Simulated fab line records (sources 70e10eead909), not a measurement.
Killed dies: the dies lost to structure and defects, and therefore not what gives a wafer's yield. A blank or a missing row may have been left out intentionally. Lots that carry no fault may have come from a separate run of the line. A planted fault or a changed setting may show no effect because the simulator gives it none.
What tool caused it? | flow nand harc | Sampling: 6 lots, 18 wafers, 3 of 1302 route steps

## WHAT THE GAUGES SHOWED, per wafer
NHARC_P_GATE_CD_MEAS_46: the cd target is 720 nm.
lot  | measured     | on        | cd nm (nm)
L874 | day 7 00:46  | cd sem-02 | 718.7 719.5 718.0
L876 | day 7 15:33  | cd sem-01 | 720.2 718.1 719.8
L878 | day 8 08:30  | cd sem-03 | 720.7 718.2 719.7
L881 | day 9 20:15  | cd sem-02 | 690.8 692.9 688.7
L891 | day 14 03:43 | cd sem-01 | 722.1 716.7 718.2
L893 | day 14 13:29 | cd sem-01 | 720.8 720.8 719.3

## WHAT TOOL EACH LOT RAN ON (gives the tool, then ch and the chambers of the sampled wafers, and finally the start)
lot  | NHARC_P_GATE_DEP_103           | NHARC_P_GATE_EXPOSE_43
L874 | pecvd-02 ch 0,1, day 6 12:11   | krf scanner-02 ch 0, day 7 00:37
L876 | pecvd-04 ch 0,1, day 7 02:57   | krf scanner-01 ch 0, day 7 15:23
L878 | pecvd-02 ch 0,1,2, day 7 19:55 | krf scanner-01 ch 0, day 8 08:20
L881 | pecvd-01 ch 0,2, day 9 07:36   | krf scanner-01 ch 0, day 9 20:06
L891 | pecvd-01 ch 1,2, day 13 12:56  | krf scanner-02 ch 0, day 14 03:34
L893 | pecvd-04 ch 1,2, day 14 00:53  | krf scanner-04 ch 0, day 14 13:19
- NHARC_P_GATE_DEP_103: deposits SiON, target thk 30 nm.
- NHARC_P_GATE_EXPOSE_43: exposes mask P NSD, target cd 720 nm.

## THE ANSWER, worked out from the rows above alone
Rule: what is usual is taken from the lots themselves. Put in order of their means at a reading, lots are off if they are a third of the lots or fewer, leave a main group of 4 or more, and stand apart from it by a gap of 3 or more times the standard deviation of the main group's means; of several such gaps the widest counts. The tables above print the reading to a certain number of digits; a main group whose means all agree to those digits is not used. A lot without any number at a reading at which 4 lots or more have one is off too. The other lots that the step has rows for count as sound.
Off, at NHARC_P_GATE_CD_MEAS_46 on cd nm: L881. The main group has a mean of 719.4 nm with a standard deviation of 0.54.
If a tool, at a process step before that reading, ran all the lots that are off and no sound lot after the first of them, it fits. Gauges at NHARC_P_GATE_CD_MEAS_46: tried the same way as those tools. 2 tools fit, krf scanner-01 at NHARC_P_GATE_EXPOSE_43 and cd sem-02 at NHARC_P_GATE_CD_MEAS_46, so this cannot tell which one it is.

## WHAT THE SIMULATOR PUT IN
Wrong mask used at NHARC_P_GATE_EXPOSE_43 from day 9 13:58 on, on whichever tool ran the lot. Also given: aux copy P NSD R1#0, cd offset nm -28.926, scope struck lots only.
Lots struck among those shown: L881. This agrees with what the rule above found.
